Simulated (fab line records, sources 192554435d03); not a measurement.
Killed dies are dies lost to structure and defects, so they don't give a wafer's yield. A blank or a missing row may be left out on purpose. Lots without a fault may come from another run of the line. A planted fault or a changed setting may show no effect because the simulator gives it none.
fab line records | flow n5_finfet
record lots=11 wafers=33 last_day=17
route steps=1938 shown MIM_TOP@1835 MIM_BOT_ETCH@1867 PASS1_CAP@1874
lots that met no fault: from a run of the same line without faults
start_h: hours from the record's first day to the start of the lot's first wafer shown | wait_h: hours since the lot's step before | " the same as in the row above | L1.1+2: a row that stands for several wafers | - no value, or no start given | * or withheld: withheld | < > ~ a bound
route shown NAME@n: a module of which the file shows steps, and the number in the route of the first | usual: mean/standard deviation of fault-free wafers | same: alike in all rows | chamber/n: place in a boat | sites: the reading at each site | _std_site: their standard deviation | _edge_site: outer sites' mean less inner sites' | radius_mm: how far each site lies from the wafer's centre | mask NAME#n: copy n | behind: the tool/chamber that last shaped the wafer | hold: why the lot was held/for how many hours/how that ended | device: the transistor (n, p or np) that didn't switch | end of line: the same wafers' tests at the end of the route | a step without rows: its recipe alone | killed: dies lost to structure and defects at the first sort, not the wafer's yield | map: a wafer's dies, x killed, . not, _ none there
set.NAME: the setting as run; set.NAME@STEP: as run at that earlier step | model.NAME: the simulator's own value behind a step, which no gauge read
steps of the route over a sample of lots; a table a step, a row a wafer
services: from which hour (start_h, from the record's first day; less than 0 if before it) a tool's chamber was out of use, for how many hours, and why
## steps
# step N5_MIM_TOP_ALD_01
# recipe material=HfO2 target_thk_a=56 temp_c=withheld ald_precursor_family=Hf-amide ald_co_reactant=O3 pulse_time_s=1 purge_time_s=3 co_reactant_purge_time_s=2 co_reactant_pulse_time_s=3 ald_cycles=62
# usual precursor_pulse_height_rel=1.000/0.019
# same ald_cycles=62 purge_time_s=3
# columns lot.wafer tool chamber start_h wait_h precursor_pulse_height_rel
L436.1 ald_hk-02 2 - - 1.004
L436.4 " 3 " " 0.979
L436.6 " 1 " " 0.990
L439.1 ald_hk-01 0 - - 0.985
L439.2 " 1 " " 1.020
L439.6 " 0 " " 0.980
L440.2 ald_hk-02 2 - - 1.008
L440.4 " 1 " " 0.999
L440.5 " 3 " " 0.986
L441.3 ald_hk-01 2 - - 0.999
L441.4 " 3 " " 0.991
L441.5 " 2 " " 1.036
L443.1 ald_hk-01 1 - - 1.030
L443.3 " 0 " " 0.967
L443.5 " 2 " " 0.996
L444.2 ald_hk-03 3 - - 1.016
L444.4 " 0 " " 1.026
L444.5 " 1 " " 0.959
L450.1 ald_hk-01 1 - - 0.993
L450.2 " 3 " " 0.988
L450.5 " 2 " " 0.998
L452.1 ald_hk-02 2 - - 0.999
L452.2 " 0 " " 0.985
L452.5 " 3 " " 1.011
L453.2 ald_hk-01 3 - - 1.000
L453.3 " 1 " " 1.027
L453.5 " 1 " " 1.013
L454.2 ald_hk-02 2 - - 1.026
L454.4 " 1 " " 0.993
L454.6 " 1 " " 0.983
L455.1 ald_hk-01 0 - - 1.017
L455.2 " 2 " " 1.010
L455.6 " 1 " " 1.014
# step N5_MIM_TOP_DEGAS_04
# recipe ambient=vacuum temp_c=300 time_s=60
# usual heater_power_w=459/33
# columns lot.wafer tool chamber start_h wait_h heater_power_w
L436.1 pvd_sputter-02 - 258.30 - 483
L436.4 " - " " 481
L436.6 " - " " 481
L439.1 pvd_sputter-03 - 293.92 - 450
L439.2 " - " " 411
L439.6 " - " " 396
L440.2 pvd_sputter-01 - 322.50 - 445
L440.4 " - " " 456
L440.5 " - " " 457
L441.3 pvd_sputter-03 - 322.94 - 448
L441.4 " - " " 485
L441.5 " - " " 434
L443.1 pvd_sputter-01 - 327.43 - 372
L443.3 " - " " 456
L443.5 " - " " 440
L444.2 pvd_sputter-02 - 331.40 - 476
L444.4 " - " " 482
L444.5 " - " " 481
L450.1 pvd_sputter-01 - 371.16 - 449
L450.2 " - " " 438
L450.5 " - " " 448
L452.1 pvd_sputter-03 - 383.41 - 489
L452.2 " - " " 449
L452.5 " - " " 401
L453.2 pvd_sputter-03 - 387.43 - 484
L453.3 " - " " 388
L453.5 " - " " 464
L454.2 pvd_sputter-02 - 399.87 - 477
L454.4 " - " " 457
L454.6 " - " " 470
L455.1 pvd_sputter-01 - 400.91 - 491
L455.2 " - " " 448
L455.6 " - " " 449
# step N5_MIM_BOT_ETCH_ETCH_03
# recipe chemistry=Cl2/BCl3 target_depth_a=120 pressure_mtorr=8 icp_w=800 bias_w=100 Cl2_flow_sccm=20 bcl3_flow_sccm=80
# usual drypump_motor_current_A=6.0/0.39 he_backside_leak_sccm=3.26/0.15 oes_product_au=0.79/0.085 rf_fwd_power_W=794.8/2.7 throttle_valve_pct=27.45/0.16
# columns lot.wafer tool chamber start_h wait_h drypump_motor_current_A he_backside_leak_sccm oes_product_au rf_fwd_power_W rf_hours_counter_h throttle_valve_pct
L436.1 rie_metal-03 1 259.75 0.1 5.9 3.07 0.89 793.2 11 27.29
L436.4 " 1 " " 5.9 3.15 0.89 796.9 - 27.30
L436.6 " 0 " " 6.5 3.43 0.82 797.1 - 27.38
L439.1 rie_metal-03 1 295.46 0.1 6.0 3.04 0.87 792.7 14 27.29
L439.2 " 0 " " 6.5 3.12 0.81 792.7 30 27.41
L439.6 " 1 " " 5.9 3.02 0.87 797.0 - 27.31
L440.2 rie_metal-02 1 324.06 0.1 6.2 3.38 0.83 796.0 29 27.48
L440.4 " 0 " " 5.7 3.34 0.66 796.5 - 27.72
L440.5 " 1 " " 6.2 3.15 0.82 795.2 - 27.48
L441.3 rie_metal-01 1 324.50 0.1 5.3 3.58 0.93 792.3 - 27.18
L441.4 " 0 " " 5.4 3.12 0.67 796.6 - 27.62
L441.5 " 0 " " 5.5 3.14 0.67 797.5 - 27.65
L443.1 rie_metal-03 0 329.15 0.1 6.5 3.25 0.79 789.7 34 27.41
L443.3 " 0 " " 6.5 3.56 0.79 791.3 - 27.40
L443.5 " 0 " " 6.5 3.30 0.79 787.1 - 27.40
L444.2 rie_metal-01 1 333.30 0.1 5.3 3.47 0.91 788.7 5 27.19
L444.4 " 0 " " 5.4 3.27 0.67 796.4 - 27.62
L444.5 " 0 " " 5.5 3.30 0.67 796.7 - 27.63
L450.1 rie_metal-03 1 372.95 0.1 6.0 3.01 1.10 1277.3 23 27.32
L450.2 " 0 " " 6.5 3.42 1.04 1276.6 39 27.42
L450.5 " 0 " " 6.5 3.41 1.03 1278.4 - 27.41
L452.1 rie_metal-03 1 385.51 0.1 5.9 3.15 1.11 1276.6 25 27.31
L452.2 " 0 " " 6.5 3.51 1.03 1277.8 40 27.42
L452.5 " 0 " " 6.5 3.36 1.03 1272.9 - 27.41
L453.2 rie_metal-02 1 388.97 0.1 6.3 3.35 0.80 800.3 35 27.50
L453.3 " 1 " " 6.3 3.34 0.82 800.9 - 27.50
L453.5 " 1 " " 6.2 3.40 0.80 801.4 - 27.50
L454.2 rie_metal-02 0 401.65 0.1 5.7 3.20 0.66 793.8 99 27.73
L454.4 " 1 " " 6.3 3.17 0.80 795.3 - 27.52
L454.6 " 0 " " 5.7 3.12 0.65 796.2 - 27.73
L455.1 rie_metal-02 0 402.32 0.1 5.7 3.21 0.66 791.8 99 27.72
L455.2 " 1 " " 6.3 3.25 0.81 798.1 36 27.49
L455.6 " 1 " " 6.3 3.40 0.80 799.7 - 27.47
# step N5_PASSIVATION_PECVD_01
# recipe material=SiNx target_thk_a=2000 temp_c=400 precursor=SiH4/NH3/N2 pressure_torr=4.9 rf_w=1406 time_s=43.2
# usual heater_power_w=311/81 showerhead_plenum_p_Torr=8.67/0.064 throttle_valve_pct=29.2/1.4
# columns lot.wafer tool chamber start_h wait_h heater_power_w showerhead_plenum_p_Torr throttle_valve_pct
L436.1 pecvd-02 1 260.56 0.0 418 8.72 29.8
L436.4 " 1 " " 267 8.73 29.8
L436.6 " 2 " " 267 8.71 26.8
L439.1 pecvd-02 2 296.23 0.0 350 8.71 26.8
L439.2 " 1 " " 421 8.71 29.9
L439.6 " 1 " " 268 8.73 30.1
L440.2 pecvd-04 2 325.31 0.0 295 8.70 27.2
L440.4 " 1 " " 199 8.62 31.1
L440.5 " 0 " " 426 8.65 28.8
L441.3 pecvd-02 0 325.41 0.0 270 8.53 30.8
L441.4 " 2 " " 300 8.71 27.1
L441.5 " 1 " " 286 8.76 30.0
L443.1 pecvd-02 2 329.92 0.0 409 8.71 26.8
L443.3 " 1 " " 422 8.72 29.8
L443.5 " 0 " " 385 8.53 30.8
L444.2 pecvd-04 0 334.08 0.0 435 8.64 28.7
L444.4 " 1 " " 309 8.62 31.0
L444.5 " 2 " " 307 8.69 27.4
L450.1 pecvd-01 1 373.72 0.0 218 8.66 29.3
L450.2 " 2 " " 205 8.76 29.1
L450.5 " 1 " " 221 8.68 29.6
L452.1 pecvd-02 1 386.39 0.0 316 8.76 29.6
L452.2 " 2 " " 392 8.71 26.8
L452.5 " 0 " " 265 8.54 30.8
L453.2 pecvd-01 0 389.76 0.0 163 8.69 29.2
L453.3 " 2 " " 207 8.73 29.2
L453.5 " 2 " " 215 8.72 29.2
L454.2 pecvd-04 1 402.42 0.0 227 8.64 30.9
L454.4 " 0 " " 467 8.65 29.2
L454.6 " 2 " " 316 8.70 27.8
L455.1 pecvd-04 1 403.08 0.0 300 8.62 30.9
L455.2 " 0 " " 393 8.67 29.0
L455.6 " 0 " " 417 8.64 29.0
## services
# columns tool chamber start_h hours kind
rie_metal-01 1 232.65 - clean
pecvd-01 0 233.76 9.1 repair
pecvd-02 1 242.54 2.1 repair
rie_metal-03 - 257.92 0.4 repair
pecvd-02 - 266.62 1.8 repair
rie_metal-01 1 273.02 12.5 repair
rie_metal-02 1 287.03 22.4 repair
pecvd-02 2 307.08 5.5 scheduled_down
pecvd-02 1 314.62 - calibration
pecvd-01 - 316.10 14.6 pm
pecvd-02 2 325.63 3.6 repair
rie_metal-03 0 334.30 4.0 repair
pecvd-04 - 335.62 0.3 repair
pvd_sputter-03 - 340.21 4.5 repair
ald_hk-01 - 344.51 0.8 repair
rie_metal-01 - 351.42 28.1 pm
pecvd-04 0 361.84 16.5 scheduled_down
ald_hk-03 - 365.04 0.2 repair
ald_hk-02 - 369.39 8.7 pm
pecvd-04 2 383.29 4.4 repair
pecvd-04 2 387.71 5.5 scheduled_down
ald_hk-03 - 389.79 1.6 repair
pecvd-02 2 393.59 2.3 repair
rie_metal-02 - 397.47 1.4 pm
## key
first_sign step=N5_MIM_BOT_ETCH_ETCH_03 reading=rf_fwd_power_W direction=up sigmas=99+ usual=* struck=*
effect step=N5_MIM_BOT_ETCH_ETCH_03 reading=oes_product_au direction=up sigmas=3.1 usual=0.79 struck=1.06
met_at N5_MIM_BOT_ETCH_ETCH_03
struck_lots L450,L452
not_acting_at N5_MIM_TOP_ALD_01,N5_MIM_TOP_DEGAS_04,N5_PASSIVATION_PECVD_01
onset_between 329.15 372.95
fault kind=process_parameter_drift tool=rie_metal-03 chamber=- onset_h=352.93 steps=N5_MIM_BOT_ETCH_ETCH_03 channel=icp_w offset=480 shape=step acts_in=these_recipes_only stated=800
